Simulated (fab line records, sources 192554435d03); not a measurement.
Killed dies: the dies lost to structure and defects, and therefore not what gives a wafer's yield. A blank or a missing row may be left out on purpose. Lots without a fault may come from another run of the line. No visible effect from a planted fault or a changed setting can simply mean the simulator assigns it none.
Chamber matching	flow n5 finfet	3 sister chambers for N5_BEOL_M11_ILD_DEP_00 on pecvd-02
The step deposits SiCOH lowk from DEMS/porogen, target thk 308.51 nm, time 58 s. 3 wafers are shown with their chamber, then 10 later ones without.

== WAFERS PAIRED WITH THEIR CHAMBERS ==
wafer	chamber	throttle valve pct (%)
L090.6	0	14.5
L093.1	1	14.9
L093.2	2	13.3

== WAFERS WHOSE CHAMBER IS MISSING ==
wafer	throttle valve pct (%)
L093.4	13.3
L095.2	13.1
L095.5	14.2
L095.6	13.2
L097.2	13.1
L097.3	13.2
L097.5	14.4
L096.1	14.8
L096.2	14.3
L096.4	14.5

== THE CHAMBER EACH PASSED THROUGH ==
wafer	from the rows above	in truth
L093.4	2	2
L095.2	2	2
L095.5	0	0
L095.6	2	2
L097.2	2	2
L097.3	2	2
L097.5	0	0
L096.1	can't be placed: 1 or 0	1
L096.2	0	0
L096.4	0	0
Correct placement for 9 of the 10. Can't be placed from these rows: 1 (the true chamber is among the candidates in 1). Placed wrongly: 0.
How it was worked out, from the rows above alone: a wafer's distance from a chamber is the root of the sum, over the readings, of the square of ((its reading less the chamber's mean) divided by the reading's scatter). The wafer belongs to the nearest chamber; if the next one is less than 2 further off, it can't be placed. Each chamber's mean is taken over the wafers shown for it. The scatter: with one shown wafer a chamber, the root of the mean of the squares of how far each hidden wafer lies from its nearest shown one.
